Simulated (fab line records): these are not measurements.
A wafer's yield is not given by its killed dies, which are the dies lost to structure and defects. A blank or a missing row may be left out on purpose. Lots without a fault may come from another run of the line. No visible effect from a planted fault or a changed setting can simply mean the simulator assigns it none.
Which tool is to blame? / flow nand_harc / 12 lots, 36 wafers sampled, at 6 steps of a route of 1302

## WHAT THE GAUGES READ, wafer by wafer
NHARC_P_ZERO_WELL_CD_MEAS_24: the cd target is 720 nm.
lot=L744; measured=day 2 18:22; on=cd_sem-01; cd_nm (nm)=720.5 718.8 721.0
lot=L746; measured=day 3 14:29; on=cd_sem-01; cd_nm (nm)=718.5 716.9 718.5
lot=L747; measured=day 4 00:28; on=cd_sem-02; cd_nm (nm)=720.3 718.8 716.2
lot=L748; measured=day 4 10:36; on=cd_sem-02; cd_nm (nm)=716.3 719.1 721.8
lot=L749; measured=day 4 20:35; on=cd_sem-01; cd_nm (nm)=723.2 722.9 721.6
lot=L751; measured=day 5 16:28; on=cd_sem-03; cd_nm (nm)=722.9 721.5 722.7
lot=L753; measured=day 6 12:37; on=cd_sem-03; cd_nm (nm)=692.3 690.6 691.7 692.4 690.6 691.7
lot=L756; measured=day 7 18:29; on=cd_sem-02; cd_nm (nm)=719.9 718.6 716.8
lot=L760; measured=day 9 10:40; on=cd_sem-01; cd_nm (nm)=719.1 716.6 719.2
lot=L762; measured=day 10 07:15; on=cd_sem-02; cd_nm (nm)=721.4 720.9 722.4
lot=L763; measured=day 10 17:23; on=cd_sem-03; cd_nm (nm)=723.1 723.9 722.8
lot=L765; measured=day 11 12:43; on=cd_sem-03; cd_nm (nm)=721.0 720.2 722.5

NHARC_P_STI_INSPECT_25.
lot=L744; measured=day 4 22:25; on=defect_inspect-02; raw_defect_count=237 188 169
lot=L746; measured=day 6 01:39; on=defect_inspect-02; raw_defect_count=173 467 256
lot=L747; measured=day 6 01:39; on=defect_inspect-01; raw_defect_count=378 318 286
lot=L748; measured=day 6 21:33; on=defect_inspect-02; raw_defect_count=102 178 96
lot=L749; measured=day 7 06:50; on=defect_inspect-02; raw_defect_count=205 153 219
lot=L751; measured=day 8 00:17; on=defect_inspect-02; raw_defect_count=160 140 207
lot=L753; measured=day 9 03:08; on=defect_inspect-01; raw_defect_count=147 133 139
lot=L756; measured=day 9 22:56; on=defect_inspect-02; raw_defect_count=256 216 214
lot=L760; measured=day 11 20:35; on=defect_inspect-02; raw_defect_count=187 133 208
lot=L762; measured=day 12 09:29; on=defect_inspect-01; raw_defect_count=261 213 210
lot=L763; measured=day 13 03:05; on=defect_inspect-01; raw_defect_count=340 350 327
lot=L765; measured=day 13 20:35; on=defect_inspect-02; raw_defect_count=155 153 171

NHARC_END_SORT_01.
lot=L746; measured=day 27 00:22; on=prober-01; killed_at_array=61 40 47; killed_at_other=0 1 2; killed_at_periphery=4 3 2; killed_dies=65 44 51; killed_open=3 3 3; killed_short=1 2 2
lot=L748; measured=day 27 14:20; on=prober-02; killed_at_array=46 44 44; killed_at_other=0 0 0; killed_at_periphery=2 2 0; killed_dies=48 46 44; killed_open=6 4 3; killed_short=0 1 2
lot=L749; measured=day 28 06:41; on=prober-02; killed_at_array=39 30 49; killed_at_other=3 3 2; killed_at_periphery=5 3 0; killed_dies=47 36 51; killed_open=5 3 5; killed_short=3 0 1
lot=L751; measured=day 28 07:32; on=prober-01; killed_at_array=85 57 73; killed_at_other=1 1 3; killed_at_periphery=10 6 3; killed_dies=96 64 79; killed_open=3 3 2; killed_short=4 4 1
lot=L753; measured=day 29 18:56; on=prober-02; killed_at_array=34 35 19; killed_at_other=0 0 0; killed_at_periphery=2 7 5; killed_dies=36 42 24; killed_open=6 1 3; killed_short=6 3 2

## WHICH TOOL RAN EACH LOT (tool, then ch and the chambers of the sampled wafers, then the start)
lot=L744; NHARC_P_ZERO_WELL_EXPOSE_21=krf_scanner-04 ch 0, day 2 18:12; NHARC_P_ZERO_WELL_DESCUM_26=rie_diel-04 ch 0,1,2, day 2 18:34; NHARC_P_GATE_DESCUM_13=rie_diel-10 ch 0,3, day 5 06:55
lot=L746; NHARC_P_ZERO_WELL_EXPOSE_21=krf_scanner-01 ch 0, day 3 14:20; NHARC_P_ZERO_WELL_DESCUM_26=rie_diel-04 ch 0,1, day 3 14:40; NHARC_P_GATE_DESCUM_13=rie_diel-08 ch 0,2, day 6 10:19
lot=L747; NHARC_P_ZERO_WELL_EXPOSE_21=krf_scanner-02 ch 0, day 4 00:18; NHARC_P_ZERO_WELL_DESCUM_26=rie_diel-02 ch 1,2, day 4 00:37; NHARC_P_GATE_DESCUM_13=rie_diel-10 ch 1,2,3, day 6 10:09
lot=L748; NHARC_P_ZERO_WELL_EXPOSE_21=krf_scanner-04 ch 0, day 4 10:26; NHARC_P_ZERO_WELL_DESCUM_26=rie_diel-02 ch 0,1,3, day 4 10:47; NHARC_P_GATE_DESCUM_13=rie_diel-10 ch 0,2,3, day 7 05:58
lot=L749; NHARC_P_ZERO_WELL_EXPOSE_21=krf_scanner-02 ch 0, day 4 20:25; NHARC_P_ZERO_WELL_DESCUM_26=rie_diel-02 ch 2,3, day 4 20:44; NHARC_P_GATE_DESCUM_13=rie_diel-10 ch 0,2,3, day 7 16:47
lot=L751; NHARC_P_ZERO_WELL_EXPOSE_21=krf_scanner-01 ch 0, day 5 16:19; NHARC_P_ZERO_WELL_DESCUM_26=rie_diel-02 ch 0,2,3, day 5 16:37; NHARC_P_GATE_DESCUM_13=rie_diel-08 ch 0,1,3, day 8 10:34
lot=L753; NHARC_P_ZERO_WELL_EXPOSE_21=krf_scanner-01 ch 0, day 6 12:28; NHARC_P_ZERO_WELL_DESCUM_26=rie_diel-13 ch 1,2,3, day 6 21:44; NHARC_P_GATE_DESCUM_13=rie_diel-10 ch 0,1, day 9 12:20
lot=L756; NHARC_P_ZERO_WELL_EXPOSE_21=krf_scanner-01 ch 0, day 7 18:20; NHARC_P_ZERO_WELL_DESCUM_26=rie_diel-04 ch 1,3, day 7 18:40; NHARC_P_GATE_DESCUM_13=rie_diel-10 ch 2,3, day 10 07:27
lot=L760; NHARC_P_ZERO_WELL_EXPOSE_21=krf_scanner-02 ch 0, day 9 10:31; NHARC_P_ZERO_WELL_DESCUM_26=rie_diel-13 ch 0,1,3, day 9 10:49; NHARC_P_GATE_DESCUM_13=rie_diel-07 ch 0,1,3, day 12 05:01
lot=L762; NHARC_P_ZERO_WELL_EXPOSE_21=krf_scanner-04 ch 0, day 10 07:06; NHARC_P_ZERO_WELL_DESCUM_26=rie_diel-04 ch 0,2, day 10 07:26; NHARC_P_GATE_DESCUM_13=rie_diel-07 ch 0,2, day 12 18:23
lot=L763; NHARC_P_ZERO_WELL_EXPOSE_21=krf_scanner-01 ch 0, day 10 17:14; NHARC_P_ZERO_WELL_DESCUM_26=rie_diel-02 ch 0,1,3, day 10 17:35; NHARC_P_GATE_DESCUM_13=rie_diel-08 ch 0,1, day 13 11:35
lot=L765; NHARC_P_ZERO_WELL_EXPOSE_21=krf_scanner-01 ch 0, day 11 12:33; NHARC_P_ZERO_WELL_DESCUM_26=rie_diel-04 ch 1,2,3, day 11 12:52; NHARC_P_GATE_DESCUM_13=rie_diel-10 ch 1,2,3, day 14 05:06
- NHARC_P_ZERO_WELL_EXPOSE_21: exposes mask P NWELL, target cd 720 nm.
- NHARC_P_ZERO_WELL_DESCUM_26: chemistry O2, time 3 s.
- NHARC_P_GATE_DESCUM_13: chemistry O2, time 3 s.

## AS READ BY THE TOOLS THEMSELVES (means over the sampled wafers that have a number; for cases with no such wafer, the mark the record gives instead)
NHARC_P_ZERO_WELL_DESCUM_26.
lot=L744; tool=rie_diel-04; drypump_motor_current_A (A)=5.4; oes_product_au (a.u.)=1.002; rf_vpp_V (V)=57.8; showerhead_plenum_p_Torr (Torr)=1.94; throttle_valve_pct (%)=11.312
lot=L746; tool=rie_diel-04; drypump_motor_current_A (A)=5.5; oes_product_au (a.u.)=1.006; rf_vpp_V (V)=57.6; showerhead_plenum_p_Torr (Torr)=1.95; throttle_valve_pct (%)=11.304
lot=L747; tool=rie_diel-02; drypump_motor_current_A (A)=5.6; oes_product_au (a.u.)=0.998; rf_vpp_V (V)=57.8; showerhead_plenum_p_Torr (Torr)=1.83; throttle_valve_pct (%)=11.308
lot=L748; tool=rie_diel-02; drypump_motor_current_A (A)=5.7; oes_product_au (a.u.)=1.005; rf_vpp_V (V)=58.4; showerhead_plenum_p_Torr (Torr)=1.92; throttle_valve_pct (%)=11.308
lot=L749; tool=rie_diel-02; drypump_motor_current_A (A)=5.2; oes_product_au (a.u.)=0.984; rf_vpp_V (V)=58.0; showerhead_plenum_p_Torr (Torr)=1.92; throttle_valve_pct (%)=11.317
lot=L751; tool=rie_diel-02; drypump_motor_current_A (A)=5.6; oes_product_au (a.u.)=0.983; rf_vpp_V (V)=58.5; showerhead_plenum_p_Torr (Torr)=1.95; throttle_valve_pct (%)=11.308
lot=L753; tool=rie_diel-13; drypump_motor_current_A (A)=5.8; oes_product_au (a.u.)=1.014; rf_vpp_V (V)=57.5; showerhead_plenum_p_Torr (Torr)=1.89; throttle_valve_pct (%)=11.310
lot=L756; tool=rie_diel-04; drypump_motor_current_A (A)=5.8; oes_product_au (a.u.)=1.011; rf_vpp_V (V)=57.4; showerhead_plenum_p_Torr (Torr)=1.78; throttle_valve_pct (%)=11.304
lot=L760; tool=rie_diel-13; drypump_motor_current_A (A)=5.6; oes_product_au (a.u.)=1.020; rf_vpp_V (V)=57.7; showerhead_plenum_p_Torr (Torr)=1.91; throttle_valve_pct (%)=11.315
lot=L762; tool=rie_diel-04; drypump_motor_current_A (A)=5.0; oes_product_au (a.u.)=1.002; rf_vpp_V (V)=57.4; showerhead_plenum_p_Torr (Torr)=1.98; throttle_valve_pct (%)=11.317
lot=L763; tool=rie_diel-02; drypump_motor_current_A (A)=5.7; oes_product_au (a.u.)=1.002; rf_vpp_V (V)=57.6; showerhead_plenum_p_Torr (Torr)=1.90; throttle_valve_pct (%)=11.309
lot=L765; tool=rie_diel-04; drypump_motor_current_A (A)=5.4; oes_product_au (a.u.)=0.990; rf_vpp_V (V)=58.1; showerhead_plenum_p_Torr (Torr)=1.94; throttle_valve_pct (%)=11.309

NHARC_P_GATE_DESCUM_13.
lot=L744; tool=rie_diel-10; drypump_motor_current_A (A)=5.9; oes_product_au (a.u.)=1.020; rf_vpp_V (V)=56.8; showerhead_plenum_p_Torr (Torr)=1.85; throttle_valve_pct (%)=11.302
lot=L746; tool=rie_diel-08; drypump_motor_current_A (A)=5.8; oes_product_au (a.u.)=1.001; rf_vpp_V (V)=57.5; showerhead_plenum_p_Torr (Torr)=1.81; throttle_valve_pct (%)=11.317
lot=L747; tool=rie_diel-10; drypump_motor_current_A (A)=6.2; oes_product_au (a.u.)=0.996; rf_vpp_V (V)=56.8; showerhead_plenum_p_Torr (Torr)=1.79; throttle_valve_pct (%)=11.312
lot=L748; tool=rie_diel-10; drypump_motor_current_A (A)=6.0; oes_product_au (a.u.)=1.001; rf_vpp_V (V)=57.7; showerhead_plenum_p_Torr (Torr)=1.82; throttle_valve_pct (%)=11.304
lot=L749; tool=rie_diel-10; drypump_motor_current_A (A)=6.0; oes_product_au (a.u.)=1.006; rf_vpp_V (V)=57.2; showerhead_plenum_p_Torr (Torr)=1.82; throttle_valve_pct (%)=11.315
lot=L751; tool=rie_diel-08; drypump_motor_current_A (A)=5.5; oes_product_au (a.u.)=1.012; rf_vpp_V (V)=56.8; showerhead_plenum_p_Torr (Torr)=1.85; throttle_valve_pct (%)=11.314
lot=L753; tool=rie_diel-10; drypump_motor_current_A (A)=6.3; oes_product_au (a.u.)=1.007; rf_vpp_V (V)=56.8; showerhead_plenum_p_Torr (Torr)=1.81; throttle_valve_pct (%)=11.306
lot=L756; tool=rie_diel-10; drypump_motor_current_A (A)=6.0; oes_product_au (a.u.)=0.990; rf_vpp_V (V)=57.1; showerhead_plenum_p_Torr (Torr)=1.79; throttle_valve_pct (%)=11.318
lot=L760; tool=rie_diel-07; drypump_motor_current_A (A)=5.8; oes_product_au (a.u.)=0.995; rf_vpp_V (V)=58.0; showerhead_plenum_p_Torr (Torr)=1.93; throttle_valve_pct (%)=11.313
lot=L762; tool=rie_diel-07; drypump_motor_current_A (A)=6.0; oes_product_au (a.u.)=0.998; rf_vpp_V (V)=58.3; showerhead_plenum_p_Torr (Torr)=1.94; throttle_valve_pct (%)=11.325
lot=L763; tool=rie_diel-08; drypump_motor_current_A (A)=5.7; oes_product_au (a.u.)=1.014; rf_vpp_V (V)=56.3; showerhead_plenum_p_Torr (Torr)=1.85; throttle_valve_pct (%)=11.322
lot=L765; tool=rie_diel-10; drypump_motor_current_A (A)=6.2; oes_product_au (a.u.)=0.996; rf_vpp_V (V)=56.4; showerhead_plenum_p_Torr (Torr)=1.78; throttle_valve_pct (%)=11.305

## THE ANSWER, worked out from the rows above alone
Rule: what is usual is taken from the lots themselves. The widest of any qualifying gaps counts: lots, ordered by their means at a reading, are off when they make up no more than a third of the lots, leave a main group of 4 or more, and stand apart from it by 3 or more times the standard deviation of that group's means. Not used: any main group whose means are identical at the precision the tables above print for the reading. A lot without any number at a reading at which 4 lots or more have one is off too. The other lots that the step has rows for count as sound. First the gauges in route order, then the tools' own readings, where a lot's mean is used as printed above. At the first step where some lot is off, the reading lying furthest off is the one used; lots without a number count as furthest.
Off, at NHARC_P_ZERO_WELL_CD_MEAS_24 on cd_nm: L753. Main group: mean 720.3 nm, sd 1.9.
If a tool, at a process step before that reading, ran all the lots that are off and no sound lot after the first of them, it fits. Those tools and the gauges at NHARC_P_ZERO_WELL_CD_MEAS_24 are tried in the same way. None of those tried fits.

## WHAT HAD BEEN PUT IN BY THE SIMULATOR
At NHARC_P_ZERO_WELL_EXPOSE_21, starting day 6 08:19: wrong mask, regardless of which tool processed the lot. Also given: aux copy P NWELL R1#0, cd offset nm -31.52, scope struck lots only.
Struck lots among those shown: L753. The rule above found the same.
